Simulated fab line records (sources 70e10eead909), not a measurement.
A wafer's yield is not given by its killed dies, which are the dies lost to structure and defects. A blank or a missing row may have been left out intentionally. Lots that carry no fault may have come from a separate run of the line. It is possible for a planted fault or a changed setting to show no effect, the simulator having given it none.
Chamber matching :: flow nand_harc :: 3 sister chambers for NHARC_P_CONTACT_DEP_30 on pecvd-01
The step deposits SiNx, target thk 30 nm. 3 wafers are shown with their chamber, then 12 later ones without.

WAFERS, EACH WITH ITS CHAMBER
wafer: L087.5
chamber: 1
heater_power_w (W): 805

wafer: L091.5
chamber: 2
heater_power_w (W): 578

wafer: L091.6
chamber: 0
heater_power_w (W): 758

WAFERS MISSING THEIR CHAMBER
wafer: L093.2
heater_power_w (W): 678

wafer: L093.3
heater_power_w (W): 782

wafer: L093.6
heater_power_w (W): 787

wafer: L092.1
heater_power_w (W): 713

wafer: L092.4
heater_power_w (W): 720

wafer: L092.6
heater_power_w (W): 672

wafer: L096.1
heater_power_w (W): 727

wafer: L096.2
heater_power_w (W): 709

wafer: L096.3
heater_power_w (W): 629

wafer: L097.2
heater_power_w (W): 773

wafer: L097.3
heater_power_w (W): 618

wafer: L097.5
heater_power_w (W): 760

WHICH CHAMBER EACH ONE RAN IN
wafer: L093.2
from the rows above: can't be placed: 0 or 2 or 1
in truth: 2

wafer: L093.3
from the rows above: can't be placed: 1 or 0
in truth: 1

wafer: L093.6
from the rows above: can't be placed: 1 or 0
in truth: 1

wafer: L092.1
from the rows above: can't be placed: 0 or 1 or 2
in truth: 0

wafer: L092.4
from the rows above: can't be placed: 0 or 1
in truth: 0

wafer: L092.6
from the rows above: can't be placed: 0 or 2 or 1
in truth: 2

wafer: L096.1
from the rows above: can't be placed: 0 or 1
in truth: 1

wafer: L096.2
from the rows above: can't be placed: 0 or 1 or 2
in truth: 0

wafer: L096.3
from the rows above: can't be placed: 2 or 0
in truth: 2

wafer: L097.2
from the rows above: can't be placed: 0 or 1
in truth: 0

wafer: L097.3
from the rows above: 2
in truth: 2

wafer: L097.5
from the rows above: can't be placed: 0 or 1
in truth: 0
1 of 12 placed correctly. From these rows, 11 cannot be placed; in 11 the true chamber is one of the candidates. Placed wrongly: 0.
How it was worked out, from the rows above alone: a wafer's distance from a chamber is the root of the sum, over the readings, of the square of ((its reading less the chamber's mean) divided by the reading's scatter). If the next closest chamber is less than 2 further off than the closest, the wafer can't be placed; otherwise it belongs to the closest. A chamber's mean is the mean of its shown wafers. The scatter: root of mean squared gap, hidden wafer to nearest shown wafer, with one shown wafer a chamber.
